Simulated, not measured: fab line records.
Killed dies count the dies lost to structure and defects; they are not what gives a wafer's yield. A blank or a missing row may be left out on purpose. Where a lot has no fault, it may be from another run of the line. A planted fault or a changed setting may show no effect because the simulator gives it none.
Which tool did it?	flow nandHarc	Sampling: 14 lots, 40 wafers, 5 of 1302 route steps

## WHAT EACH GAUGE READ, for each wafer
NHARC_END_SORT_01.
lot	measured	on	killedAtArray	killedAtOther	killedAtPeriphery	killedDies	killedOpen	killedShort
L722	day 31 07:22	prober-01	121 40	0 1	3 1	124 42	4 0	0 0
L724	day 33 02:03	prober-01	106 80	0 1	3 4	109 85	4 0	4 1

## EACH LOT AND THE TOOL THAT RAN IT (in order: tool; ch and the chambers of the sampled wafers; start)
lot	NHARC_A_CONTACT_ETCH_31	NHARC_A_CONTACT_ETCH_134	NHARC_A_CONTACT_ETCH_136	NHARC_A_CONTACT_ETCH_139
L707	rieDiel-06 ch 2,3, day 23 02:47	harCapEtch-02 ch 0,1, day 23 03:28	harCapEtch-02 ch 0,1, day 23 03:57	harCapEtch-02 ch 0,1, day 23 04:47
L706	rieDiel-11 ch 0,1, day 23 06:08	harCapEtch-01 ch 0,1, day 23 06:43	harCapEtch-01 ch 0,1, day 23 07:13	harCapEtch-01 ch 0,1, day 23 08:02
L708	rieDiel-11 ch 0,1, day 23 07:58	harCapEtch-02 ch 0,1, day 23 08:32	harCapEtch-02 ch 0,1, day 23 09:02	harCapEtch-02 ch 0,1, day 23 09:51
L711	rieDiel-11 ch 2,3, day 23 19:13	harCapEtch-02 ch 0,1, day 23 19:45	harCapEtch-02 ch 0,1, day 23 20:13	harCapEtch-02 ch 0,1, day 23 21:02
L710	rieDiel-11 ch 0,2,3, day 23 20:28	harCapEtch-01 ch 0, day 23 20:53	harCapEtch-01 ch 0, day 23 21:22	harCapEtch-01 ch 0, day 23 22:11
L712	rieDiel-04 ch 0,2,3, day 24 20:11	harCapEtch-03 ch 0,1, day 24 20:42	harCapEtch-03 ch 0,1, day 24 21:13	harCapEtch-03 ch 0,1, day 24 22:02
L713	rieDiel-11 ch 1,2, day 25 18:11	harCapEtch-03 ch 0,1, day 25 18:46	harCapEtch-03 ch 0,1, day 25 19:16	harCapEtch-03 ch 0,1, day 25 20:05
L714	rieDiel-04 ch 1,2,3, day 25 23:44	harCapEtch-03 ch 1, day 26 00:10	harCapEtch-03 ch 1, day 26 00:38	harCapEtch-03 ch 1, day 26 01:27
L715	rieDiel-06 ch 1,2, day 26 06:14	harCapEtch-02 ch 0,1, day 26 06:45	harCapEtch-02 ch 0,1, day 26 07:14	harCapEtch-02 ch 0,1, day 26 08:03
L717	rieDiel-11 ch 0,2,3, day 27 08:49	harCapEtch-02 ch 0,1, day 27 09:17	harCapEtch-02 ch 0,1, day 27 09:47	harCapEtch-02 ch 0,1, day 27 10:37
L722	rieDiel-11 ch 0,2, day 29 06:10	harCapEtch-03 ch 1, day 29 06:41	harCapEtch-03 ch 1, day 29 07:10	harCapEtch-03 ch 1, day 29 07:59
L726	rieDiel-06 ch 0,1,2, day 30 03:07	harCapEtch-02 ch 0,1, day 30 03:39	harCapEtch-02 ch 0,1, day 30 04:09	harCapEtch-02 ch 0,1, day 30 04:58
L724	rieDiel-11 ch 0,3, day 30 06:47	harCapEtch-03 ch 0, day 30 07:13	harCapEtch-03 ch 0, day 30 07:41	harCapEtch-03 ch 0, day 30 08:31
L729	rieDiel-04 ch 1,2,3, day 32 03:42	harCapEtch-02 ch 0,1, day 32 04:10	harCapEtch-02 ch 0,1, day 32 04:39	harCapEtch-02 ch 0,1, day 32 05:28
- NHARC_A_CONTACT_ETCH_31: etches the open film in O2/COS, target depth 2800 nm, time 728 s.
- NHARC_A_CONTACT_ETCH_134: etches the open film in C4F8/O2/Ar, time 140 s, target depth 700 nm.
- NHARC_A_CONTACT_ETCH_136: etches the open film in C4F8/O2/Ar, time 311 s, target depth 1912 nm.
- NHARC_A_CONTACT_ETCH_139: etches the open film in C4F8/O2/Ar, time 195 s, target depth 840 nm.

## WHAT THE TOOLS THEMSELVES READ (means of the sampled wafers that have a number; where no wafer has one, the mark that the record gives instead)
NHARC_A_CONTACT_ETCH_31.
lot	tool	drypumpMotorCurrentA (A)	oesProductAu (a.u.)	rfVppV (V)	showerheadPlenumPTorr (Torr)	throttleValvePct (%)
L707	rieDiel-06	6.1	0.995	313.8	3.11	28.334
L706	rieDiel-11	5.8	0.987	315.6	3.16	28.321
L708	rieDiel-11	5.8	0.986	315.0	3.16	28.331
L711	rieDiel-11	6.4	1.001	315.0	3.18	28.327
L710	rieDiel-11	5.9	1.001	314.6	3.14	28.328
L712	rieDiel-04	6.0	1.008	312.3	3.08	28.328
L713	rieDiel-11	6.0	0.994	312.1	3.02	28.331
L714	rieDiel-04	6.1	1.008	314.1	3.09	28.335
L715	rieDiel-06	6.1	1.003	313.2	3.05	28.332
L717	rieDiel-11	5.9	0.998	314.8	3.13	28.318
L722	rieDiel-11	5.6	0.934	313.1	3.05	28.328
L726	rieDiel-06	5.8	1.005	314.2	3.08	28.337
L724	rieDiel-11	5.8	0.930	316.6	3.21	28.335
L729	rieDiel-04	6.1	1.001	313.2	3.07	28.332

## THE ANSWER, worked out from the rows above alone
Rule: what is usual is taken from the lots themselves. The widest of any qualifying gaps counts: lots, ordered by their means at a reading, are off when they make up no more than a third of the lots, leave a main group of 4 or more, and stand apart from it by 3 or more times the standard deviation of that group's means. The tables above print the reading to a certain number of digits; a main group whose means all agree to those digits is not used. A lot without any number at a reading at which 4 lots or more have one is off too. All remaining lots with rows at the step are treated as sound. First the gauges in route order, then the tools' own readings, where a lot's mean is used as printed above. At the first step where some lot is off, the reading lying furthest off is the one used; lots without a number count as furthest.
Off at NHARC_A_CONTACT_ETCH_31 (oesProductAu): L722, L724. The main group has a mean of 0.999 a.u. with a standard deviation of 0.007.
If a tool, at that step or one of the process steps before it, ran each lot that is off and ran no sound lot following the first of them, it fits. One fits: NHARC_A_CONTACT_ETCH_31 on rieDiel-11. Its last sound lot is L717 (day 27 08:49), its first lot that is off L722 (day 29 06:10): a fault that began between those two fits.
The tool's own readings at NHARC_A_CONTACT_ETCH_31 bear it out: on the lots that are off they differ by more than 5 times the standard deviation of the sound lots' means. oesProductAu reads 0.932 a.u. there against 0.999 a.u. on the sound lots.

## WHAT THE SIMULATOR PUT IN
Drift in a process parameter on rieDiel-11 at NHARC_A_CONTACT_ETCH_31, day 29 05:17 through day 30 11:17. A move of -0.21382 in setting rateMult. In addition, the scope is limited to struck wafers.
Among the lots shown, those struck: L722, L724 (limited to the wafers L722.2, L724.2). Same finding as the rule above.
